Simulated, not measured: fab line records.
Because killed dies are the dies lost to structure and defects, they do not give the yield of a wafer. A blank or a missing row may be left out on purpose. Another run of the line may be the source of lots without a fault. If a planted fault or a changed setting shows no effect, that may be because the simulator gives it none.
Matching of chambers | flow n5Finfet | N5_BEOL_M0_SAQP_HM_DEP_111 on pecvd-01: 3 sister chambers
The step deposits SiO2 from SiH4/N2O, target thk 12 nm, time 7.2 s. 3 wafers are shown with their chamber, then 8 later ones without.

## EACH WAFER AND ITS CHAMBER
wafer  | chamber | showerheadPlenumPTorr (Torr)
L082.5 | 1       | 8.15
L083.4 | 2       | 8.08
L091.2 | 0       | 8.30

## WAFERS MISSING THEIR CHAMBER
wafer  | showerheadPlenumPTorr (Torr)
L091.3 | 8.08
L091.6 | 8.08
L093.1 | 8.15
L093.2 | 8.08
L093.5 | 8.31
L097.2 | 8.15
L097.4 | 8.13
L097.5 | 8.29

## CHAMBER TAKEN BY EACH
wafer  | from the rows above | in truth
L091.3 | 2                   | 2
L091.6 | 2                   | 2
L093.1 | 1                   | 1
L093.2 | 2                   | 2
L093.5 | 0                   | 0
L097.2 | 1                   | 1
L097.4 | 1                   | 1
L097.5 | 0                   | 0
Correctly placed: 8 of 8. Number that these rows cannot place: 0. Number placed wrongly: 0.
How it was worked out, from the rows above alone: a wafer's distance from a chamber is the root of the sum, over the readings, of the square of ((its reading less the chamber's mean) divided by the reading's scatter). The wafer belongs to the nearest chamber; if the next one is less than 2 further off, it can't be placed. A chamber's mean is the mean of its shown wafers. The scatter (one wafer shown for each chamber): square how far every hidden wafer sits from the nearest shown wafer, average those squares and take the square root.
